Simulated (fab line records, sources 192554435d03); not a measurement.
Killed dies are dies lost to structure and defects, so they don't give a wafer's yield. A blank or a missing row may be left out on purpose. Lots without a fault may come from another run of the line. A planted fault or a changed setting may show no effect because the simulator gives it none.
Chamber matching | flow n5_finfet | N5_BEOL_M0_SAQP_SPACER2_ETCHBACK_27 on rie_diel-03: 4 sister chambers
The step etches SiO2 in CHF3/O2, target depth 22.5 nm, time 11.25 s. 8 wafers are shown with their chamber, then 12 later ones without.

WAFERS WITH THEIR CHAMBER
wafer  | chamber | showerhead_plenum_p_Torr (Torr) | throttle_valve_pct (%)
L086.1 | 2       | 2.29                            | 19.13
L089.1 | 0       | 2.43                            | 18.44
L091.2 | 1       | 2.42                            | 18.86
L091.3 | 3       | 2.50                            | 18.96
L091.6 | 1       | 2.42                            | 18.85
L092.1 | 3       | 2.49                            | 18.95
L092.2 | 2       | 2.29                            | 19.16
L092.3 | 0       | 2.43                            | 18.42

WAFERS WITHOUT THEIR CHAMBER
wafer  | showerhead_plenum_p_Torr (Torr) | throttle_valve_pct (%)
L093.3 | 2.43                            | 18.42
L093.4 | 2.29                            | 19.15
L093.6 | 2.43                            | 18.46
L095.2 | 2.42                            | 18.86
L095.3 | 2.29                            | 19.17
L095.4 | 2.43                            | 18.44
L096.2 | 2.29                            | 19.17
L096.4 | 2.43                            | 18.44
L096.6 | 2.29                            | 19.16
L097.3 | 2.29                            | 19.15
L097.5 | 2.43                            | 18.45
L097.6 | 2.41                            | 18.88

WHICH CHAMBER EACH WENT THROUGH
wafer  | from the rows above | in truth
L093.3 | 0                   | 0
L093.4 | 2                   | 2
L093.6 | 0                   | 0
L095.2 | 1                   | 1
L095.3 | 2                   | 2
L095.4 | 0                   | 0
L096.2 | 2                   | 2
L096.4 | 0                   | 0
L096.6 | 2                   | 2
L097.3 | 2                   | 2
L097.5 | 0                   | 0
L097.6 | 1                   | 1
Placed correctly: 12 of 12. Can't be placed from these rows: 0. Placed wrongly: 0.
How it was worked out, from the rows above alone: a wafer's distance from a chamber is the root of the sum, over the readings, of the square of ((its reading less the chamber's mean) divided by the reading's scatter). The wafer belongs to the nearest chamber; if the next one is less than 2 further off, it can't be placed. A chamber's mean is the mean of its shown wafers. The scatter: the root of (the sum of the squares of (reading less its chamber's mean) over the shown wafers, divided by (wafers less chambers)).
